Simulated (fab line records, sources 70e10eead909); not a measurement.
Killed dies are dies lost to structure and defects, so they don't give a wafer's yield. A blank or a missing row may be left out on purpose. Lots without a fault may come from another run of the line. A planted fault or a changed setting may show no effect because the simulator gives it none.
fab line records | flow nand_harc
record lots=5 wafers=15 last_day=23
route steps=1159 shown A_BONDPAD@1064 END@1159
lots that met no fault: from a run of the same line without faults
start_h: hours from the record's first day to the start of the lot's first wafer shown | wait_h: hours since the lot's step before | " the same as in the row above | L1.1+2: a row that stands for several wafers | - no value, or no start given | * or withheld: withheld | < > ~ a bound
route shown NAME@n: a module of which the file shows steps, and the number in the route of the first | usual: mean/standard deviation of fault-free wafers | same: alike in all rows | chamber/n: place in a boat | sites: the reading at each site | _std_site: their standard deviation | _edge_site: outer sites' mean less inner sites' | radius_mm: how far each site lies from the wafer's centre | mask NAME#n: copy n | behind: the tool/chamber that last shaped the wafer | hold: why the lot was held/for how many hours/how that ended | device: the transistor (n, p or np) that didn't switch | end of line: the same wafers' tests at the end of the route | a step without rows: its recipe alone | killed: dies lost to structure and defects at the first sort, not the wafer's yield | map: a wafer's dies, x killed, . not, _ none there
set.NAME: the setting as run; set.NAME@STEP: as run at that earlier step | model.NAME: the simulator's own value behind a step, which no gauge read
lots at some steps of the route; a table a step, a row a wafer
services: from which hour (start_h, from the record's first day; less than 0 if before it) a tool's chamber was out of use, for how many hours, and why
## steps
# step NHARC_A_BONDPAD_HMDS_02
# recipe time_s=30
# step NHARC_A_BONDPAD_COAT_33
# recipe temp_c=200 time_s=65
# step NHARC_A_BONDPAD_COAT_03
# recipe spin_rpm=2000 resist_thk_nm=600
# step NHARC_A_BONDPAD_SOFTBAKE_04
# recipe temp_c=125 time_s=70
# step NHARC_A_BONDPAD_EBR_05
# step NHARC_A_BONDPAD_EXPOSE_06
# recipe na=0.55 dose_mj=36.99 mask_id=A_BPAD
# step NHARC_A_BONDPAD_PEB_07
# recipe peb_temp_c=128 peb_time_s=80
# step NHARC_A_BONDPAD_DEVELOP_08
# recipe time_s=50 dev_temp_c=22
# step NHARC_A_BONDPAD_CD_MEAS_09
# recipe target_cd_nm=500 landing_energy_ev=500
# usual cd_nm=499.4/2.4
# columns lot.wafer tool chamber start_h wait_h cd_nm
L142.1 cd_sem-03 0 409.90 - 502.6
L142.5 " 0 " " 499.5
L142.6 " 0 " " 497.0
L143.3 cd_sem-02 0 417.60 - 499.5
L143.4 " 0 " " 505.4
L143.5 " 0 " " 502.4
L154.2 cd_sem-02 0 477.83 - 503.8
L154.3 " 0 " " 499.5
L154.5 " 0 " " 503.0
L156.1 cd_sem-01 0 502.35 - 497.6
L156.4 " 0 " " 498.8
L156.6 " 0 " " 498.2
L159.1 cd_sem-03 0 506.54 - 501.1
L159.2 " 0 " " 495.3
L159.4 " 0 " " 502.1
# step NHARC_A_BONDPAD_OVL_MEAS_35
# usual overlay_x_nm=0/7.6 overlay_y_nm=-3/5.7
# columns lot.wafer tool chamber start_h wait_h overlay_x_nm overlay_y_nm
L142.1 overlay-01 - 409.99 - -9 -19
L142.5 " - " " -9 -18
L142.6 " - " " -9 -18
L143.3 overlay-01 - 417.69 - -8 5
L143.4 " - " " -8 5
L143.5 " - " " -8 5
L154.2 overlay-01 - 477.92 - 12 1
L154.3 " - " " 12 2
L154.5 " - " " 12 2
L156.1 overlay-01 - 502.44 - 2 6
L156.4 " - " " 2 5
L156.6 " - " " 2 6
L159.1 overlay-01 - 506.63 - 5 -10
L159.2 " - " " 5 -10
L159.4 " - " " 5 -11
# step NHARC_A_BONDPAD_HARDBAKE_10
# recipe temp_c=118 time_s=65
# step NHARC_A_BONDPAD_DESCUM_11
# recipe time_s=3 o2_flow_sccm=200 ar_flow_sccm=0 bias_power_w=0 chemistry=O2
# usual drypump_motor_current_A=5.6/0.53 o2_flow_sccm=200.0/0.65 oes_product_au=0.996/0.013 rf_vpp_V=57.7/0.96 showerhead_plenum_p_Torr=1.90/0.081 throttle_valve_pct=11.311/0.009
# columns lot.wafer tool chamber start_h wait_h drypump_motor_current_A o2_flow_sccm oes_product_au rf_hours_counter_h rf_vpp_V showerhead_plenum_p_Torr throttle_valve_pct
L142.1 rie_diel-06 0 410.13 - 5.0 200.3 0.982 6 58.2 2.02 11.310
L142.6 " 2 " " 5.0 200.0 1.001 - 59.1 1.93 11.308
L142.5 " 3 " " 6.3 201.3 1.011 - 57.9 1.92 11.302
L143.3 rie_diel-06 1 417.81 - 6.1 199.7 1.001 6 57.3 1.78 11.326
L143.4 " 2 " " 5.0 200.5 0.983 6 56.4 1.93 11.323
L143.5 " 1 " " 6.1 200.2 0.992 - 58.5 1.78 11.318
L154.3 rie_diel-06 0 478.06 - 5.0 198.7 0.984 2 57.9 2.01 11.307
L154.2 " 2 " " 5.0 199.3 0.977 2 58.0 1.93 11.310
L154.5 " 0 " " 5.0 199.1 0.985 - 58.5 2.01 11.325
L156.4 rie_diel-08 3 502.57 - 6.0 200.2 0.991 3 57.0 1.86 11.308
L156.1 " 0 " " 5.6 200.2 1.022 4 58.3 1.86 11.314
L156.6 " 3 " " 6.0 200.4 1.004 - 56.1 1.86 11.305
L159.1 rie_diel-06 0 506.75 - 5.0 199.0 0.986 3 56.4 2.01 11.295
L159.4 " 1 " " 6.1 200.7 1.014 3 57.6 1.78 11.337
L159.2 " 2 " " 5.0 199.8 0.984 3 57.0 1.92 11.315
# step NHARC_A_BONDPAD_ETCH_34
# recipe target_depth_a=600 overetch_a=180 time_s=65.91 ion_energy_ev=200 n2_flow_sccm=150 h2_flow_sccm=150 ar_flow_sccm=0 rf_w=400 bias_w=150 chemistry=N2/H2
# usual drypump_motor_current_A=5.6/0.53 oes_product_au=0.996/0.012 rf_vpp_V=430.1/2.6 showerhead_plenum_p_Torr=2.02/0.091 throttle_valve_pct=14.172/0.0091
# columns lot.wafer tool chamber start_h wait_h drypump_motor_current_A oes_product_au rf_hours_counter_h rf_vpp_V showerhead_plenum_p_Torr throttle_valve_pct
L142.1 rie_diel-06 3 410.22 0.1 6.2 1.016 5 431.4 2.04 14.177
L142.6 " 0 " " 5.0 0.994 - 432.1 2.15 14.179
L142.5 " 1 " " 6.1 0.984 - 425.5 1.90 14.177
L143.4 rie_diel-06 0 417.91 0.1 5.0 0.985 6 433.4 2.15 14.177
L143.3 " 1 " " 6.1 0.999 6 428.1 1.90 14.182
L143.5 " 2 " " 5.0 0.994 - 431.3 2.05 14.166
L154.2 rie_diel-06 2 478.17 0.1 4.9 0.993 2 431.3 2.05 14.174
L154.3 " 0 " " 5.0 0.990 2 433.4 2.15 14.176
L154.5 " 1 " " 6.1 1.025 - 426.7 1.90 14.173
L156.1 rie_diel-08 1 502.66 0.1 5.9 1.011 3 433.7 2.12 14.163
L156.4 " 2 " " 5.4 0.986 2 426.3 1.89 14.184
L156.6 " 3 " " 6.0 0.999 - 427.1 1.98 14.161
L159.1 rie_diel-06 0 506.84 0.1 5.0 0.806 3 433.3 2.15 14.175
L159.4 " 1 " " 6.1 1.005 3 427.1 1.90 14.176
L159.2 " 2 " " 5.0 0.982 3 431.2 2.05 14.178
# step NHARC_A_BONDPAD_ETCH_12
# recipe target_depth_a=2200 time_s=110 chf3_flow_sccm=50 o2_flow_sccm=10 ar_flow_sccm=200 rf_w=500 bias_w=200 chemistry=CHF3/O2
# usual drypump_motor_current_A=5.6/0.53 o2_flow_sccm=9.998/0.028 oes_product_au=0.946/0.024 rf_vpp_V=370.4/2.2 showerhead_plenum_p_Torr=2.39/0.093 throttle_valve_pct=20.574/0.0092
# columns lot.wafer tool chamber start_h wait_h drypump_motor_current_A o2_flow_sccm oes_product_au rf_hours_counter_h rf_vpp_V showerhead_plenum_p_Torr throttle_valve_pct
L142.1 rie_diel-06 3 - - 6.3 9.971 0.936 5 370.6 2.41 20.559
L142.6 " 2 " " 5.0 9.972 0.925 - 371.5 2.42 20.586
L142.5 " 3 " " 6.3 9.966 0.938 - 370.2 2.41 20.568
L143.4 rie_diel-06 0 - - 5.0 10.014 0.961 6 373.5 2.52 20.582
L143.3 " 1 " " 6.1 10.013 0.962 6 367.1 2.24 20.578
L143.5 " 2 " " 5.0 9.983 0.958 - 371.0 2.42 20.581
L154.3 rie_diel-06 2 - - 5.0 10.004 0.939 2 370.1 2.42 20.584
L154.2 " 3 " " 6.3 9.998 0.935 2 370.3 2.40 20.568
L154.5 " 3 " " 6.2 10.006 0.937 - 370.6 2.41 20.570
L156.1 rie_diel-08 3 - - 6.0 9.999 0.965 3 369.5 2.33 20.557
L156.4 " 0 " " 5.6 10.027 1.011 4 368.5 2.34 20.568
L156.6 " 0 " " 5.6 9.979 0.999 - 370.0 2.34 20.565
L159.1 rie_diel-06 3 - - 6.3 9.977 0.947 3 370.7 2.40 20.562
L159.4 " 0 " " 5.0 10.007 0.960 3 373.3 2.52 20.564
L159.2 " 2 " " 5.0 9.991 0.955 3 371.1 2.42 20.564
# step NHARC_END_SORT_01
# recipe temp_c=25
# usual defect_limited_yield=95.4/1.5 killed_at_array=27/9.9 killed_at_other=0.5/0.76 killed_at_periphery=3.4/2.2 killed_dies=31/10 killed_open=3.3/2 killed_short=2.0/1.5 sort_bin_2_pct=1.5/0.64 sort_bin_3_pct=0.21/0.2 sort_bin_4_pct=2.9/0.97 sort_n_pass=646/10 sort_rim_yield_pct=96.9/2 sort_yield_pct=95.4/1.5
# same gross_dies=677 sort_bin_5_pct[%]=0 sort_bin_6_pct[%]=0 sort_bin_7_pct[%]=0 sort_bin_8_pct[%]=0 sort_rim_n_gross=106.00
# columns lot.wafer tool chamber start_h wait_h defect_limited_yield[%] killed_at_array killed_at_other killed_at_periphery killed_dies killed_open killed_short sort_bin_2_pct[%] sort_bin_3_pct[%] sort_bin_4_pct[%] sort_n_pass sort_rim_yield_pct[%] sort_yield_pct[%]
L143.3 prober-02 0 447.72 3.1 97.2 15 0 4 19 4 1 0.3 0.30 2.2 658 99.1 97.2
L143.4 prober-02 0 448.51 3.4 97.5 13 0 4 17 3 1 1.0 0 1.5 660 98.1 97.5
L143.5 prober-02 0 449.31 3.7 96.8 18 0 4 22 1 3 1.6 0 1.6 655 96.2 96.8
L142.1 prober-02 0 453.87 2.5 94.4 35 0 3 38 7 0 2.2 0 3.4 639 98.1 94.4
L142.5 prober-02 0 457.07 3.7 94.4 33 2 3 38 2 2 1.8 0.74 3.1 639 99.1 94.4
L142.6 prober-02 0 457.88 4.0 93.9 38 1 2 41 2 2 1.5 0.59 4.0 636 98.1 93.9
L154.2 prober-01 0 510.52 2.8 94.7 32 0 4 36 6 0 2.2 0 3.1 641 98.1 94.7
L154.3 prober-01 0 511.31 3.1 95.6 27 1 2 30 3 2 1.0 0.15 3.2 647 99.1 95.6
L154.5 prober-01 0 512.90 3.7 95.0 31 0 3 34 3 5 1.3 0.30 3.4 643 97.2 95.0
L156.1 prober-02 0 531.29 2.5 93.8 38 1 3 42 4 3 1.6 0.59 4.0 635 95.3 93.8
L156.4 prober-02 0 533.68 3.4 94.1 38 1 1 40 1 4 2.1 0.74 3.1 637 96.2 94.1
L156.6 prober-02 0 535.27 4.0 94.7 31 3 2 36 4 2 1.6 0.15 3.5 641 96.2 94.7
L159.1 prober-02 0 541.45 2.5 95.1 27 0 6 33 7 1 2.5 0 2.4 644 95.3 95.1
L159.2 prober-02 0 542.24 2.8 96.0 24 1 2 27 4 5 1.5 0 2.5 650 97.2 96.0
L159.4 prober-02 0 543.82 3.4 96.2 23 0 3 26 5 3 1.2 0 2.7 651 95.3 96.2
# killed by level:class
L143.3 A_CHANNEL_HOLE_D1:chamber_film_flake=4 A_STAIRCASE:chamber_film_flake=3 A_CONTACT:chamber_film_flake=2 P_CONTACT:geometric_particle:open=1 A_SOURCE_PLATE:geometric_particle:open=1 A_CHANNEL_HOLE_D1:geometric_particle:open=1 A_CHANNEL_FILL_D1:geometric_particle:short=1 A_M0:geometric_particle:open=1
L143.4 A_CHANNEL_HOLE_D1:chamber_film_flake=8 P_CONTACT:geometric_particle:open=1 P_M0:geometric_particle:open=1 A_SOURCE_PLATE:geometric_particle:short=1 A_WL_FILL:geometric_particle:open=1 P_STI:chamber_film_flake=1 P_M2:chamber_film_flake=1 A_STAIRCASE:chamber_film_flake=1
L143.5 A_CHANNEL_HOLE_D1:chamber_film_flake=7 A_CONTACT:chamber_film_flake=4 A_WL_FILL:chamber_film_flake=3 P_M2:chamber_film_flake=2 P_BONDPAD:geometric_particle:short=1 A_CHANNEL_FILL_D1:geometric_particle:short=1 A_CONTACT:geometric_particle:short=1 A_CONTACT:geometric_particle:open=1
L142.1 A_CHANNEL_HOLE_D1:chamber_film_flake=14 A_STAIRCASE:chamber_film_flake=4 A_SLIT:chamber_film_flake=4 A_CONTACT:chamber_film_flake=4 A_ZERO_WELL:chamber_film_flake=3 P_GATE:geometric_particle:open=1 P_M0:geometric_particle:open=1 A_CHANNEL_HOLE_D1:geometric_particle:open=1
L142.5 A_SLIT:chamber_film_flake=16 A_CHANNEL_HOLE_D1:chamber_film_flake=10 P_CONTACT:geometric_particle:short=2 A_STAIRCASE:chamber_film_flake=2 THIN_TSV:chamber_film_flake=2 A_M0:geometric_particle:open=1 A_M1:geometric_particle:open=1 P_STI:chamber_film_flake=1
L142.6 A_CHANNEL_HOLE_D1:chamber_film_flake=13 A_SLIT:chamber_film_flake=11 A_SGD_CUT:chamber_film_flake=4 A_WL_FILL:chamber_film_flake=3 A_STAIRCASE:chamber_film_flake=2 A_CONTACT:chamber_film_flake=2 P_GATE:geometric_particle:open=1 A_CONTACT:geometric_particle:short=1
L154.2 A_SLIT:chamber_film_flake=20 A_CHANNEL_HOLE_D1:chamber_film_flake=5 P_M0:geometric_particle:open=3 A_WL_FILL:chamber_film_flake=2 A_CONTACT:chamber_film_flake=2 A_CHANNEL_FILL_D1:geometric_particle:open=1 A_M0:geometric_particle:open=1 A_M1:geometric_particle:open=1
L154.3 A_SLIT:chamber_film_flake=14 A_CHANNEL_HOLE_D1:chamber_film_flake=5 A_ONON_D1:geometric_particle:short=2 P_GATE:chamber_film_flake=2 A_SOURCE_PLATE:geometric_particle:open=1 A_ONON_D1:geometric_particle:open=1 A_CHANNEL_FILL_D1:geometric_particle:open=1 A_ZERO_WELL:chamber_film_flake=1
L154.5 A_SLIT:chamber_film_flake=12 A_CONTACT:chamber_film_flake=9 A_CHANNEL_HOLE_D1:chamber_film_flake=4 P_CONTACT:geometric_particle:short=1 P_CONTACT:geometric_particle:open=1 P_M1:geometric_particle:open=1 A_ONON_D1:geometric_particle:short=1 A_SGD_CUT:geometric_particle:short=1
L156.1 A_SLIT:chamber_film_flake=18 A_CHANNEL_HOLE_D1:chamber_film_flake=6 A_STAIRCASE:chamber_film_flake=4 A_CONTACT:geometric_particle:open=2 P_CONTACT:chamber_film_flake=2 A_ZERO_WELL:chamber_film_flake=2 A_CONTACT:chamber_film_flake=2 P_M0:geometric_particle:open=1
L156.4 A_SLIT:chamber_film_flake=15 A_CHANNEL_HOLE_D1:chamber_film_flake=8 A_CONTACT:chamber_film_flake=5 A_ONON_D1:geometric_particle:short=2 A_STAIRCASE:chamber_film_flake=2 A_SOURCE_PLATE:geometric_particle:short=1 A_CONTACT:geometric_particle:short=1 A_M0:geometric_particle:open=1
L156.6 A_SLIT:chamber_film_flake=14 A_CHANNEL_HOLE_D1:chamber_film_flake=6 A_CONTACT:chamber_film_flake=4 THIN_TSV:chamber_film_flake=3 A_STAIRCASE:chamber_film_flake=2 P_M0:geometric_particle:short=1 P_M0:geometric_particle:open=1 A_ONON_D1:geometric_particle:open=1
L159.1 A_CHANNEL_HOLE_D1:chamber_film_flake=9 A_BONDPAD:area_etch=9 A_STAIRCASE:chamber_film_flake=2 A_CONTACT:chamber_film_flake=2 P_CONTACT:geometric_particle:short=1 P_CONTACT:geometric_particle:open=1 P_M0:geometric_particle:open=1 P_M2:geometric_particle:open=1
L159.2 A_CHANNEL_HOLE_D1:chamber_film_flake=10 A_STAIRCASE:chamber_film_flake=3 A_CONTACT:geometric_particle:open=2 A_M0:geometric_particle:short=2 A_CONTACT:chamber_film_flake=2 P_GATE:geometric_particle:open=1 A_SOURCE_PLATE:geometric_particle:short=1 A_ONON_D1:geometric_particle:short=1
L159.4 A_CHANNEL_HOLE_D1:chamber_film_flake=11 A_CONTACT:geometric_particle:open=3 A_STAIRCASE:chamber_film_flake=3 A_CONTACT:chamber_film_flake=2 P_GATE:geometric_particle:short=1 P_CONTACT:geometric_particle:open=1 A_CHANNEL_HOLE_D1:geometric_particle:open=1 A_SGD_CUT:geometric_particle:short=1
## services
# columns tool chamber start_h hours kind
rie_diel-06 0 397.20 - clean
rie_diel-06 1 397.20 - clean
rie_diel-06 2 397.20 - clean
rie_diel-06 3 397.20 - clean
rie_diel-06 - 418.20 9.0 pm
rie_diel-06 0 418.20 9.0 vent_cycle
rie_diel-06 1 418.20 9.0 vent_cycle
rie_diel-06 2 418.20 9.0 vent_cycle
rie_diel-06 3 418.20 9.0 vent_cycle
rie_diel-06 0 427.20 - clean
rie_diel-06 1 427.20 - clean
rie_diel-06 2 427.20 - clean
rie_diel-06 3 427.20 - clean
rie_diel-08 1 437.38 8.4 repair
rie_diel-06 0 451.70 - clean
rie_diel-06 1 451.70 - clean
rie_diel-06 2 451.70 - clean
rie_diel-06 3 451.70 - clean
rie_diel-08 2 461.42 1.3 repair
rie_diel-06 0 476.20 - clean
rie_diel-06 1 476.20 - clean
rie_diel-06 2 476.20 - clean
rie_diel-06 3 476.20 - clean
rie_diel-08 - 478.80 9.0 pm
## key
first_sign step=NHARC_A_BONDPAD_ETCH_34 reading=oes_product_au direction=down sigmas=16 usual=0.996 struck=0.806
effect none on later readings
met_at NHARC_A_BONDPAD_ETCH_34
struck_wafers L159.1
onset_between 478.17 506.84
fault kind=process_parameter_drift tool=rie_diel-06 chamber=0 onset_h=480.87 steps=NHARC_A_BONDPAD_ETCH_34 channel=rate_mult offset=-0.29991 shape=step end_h=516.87
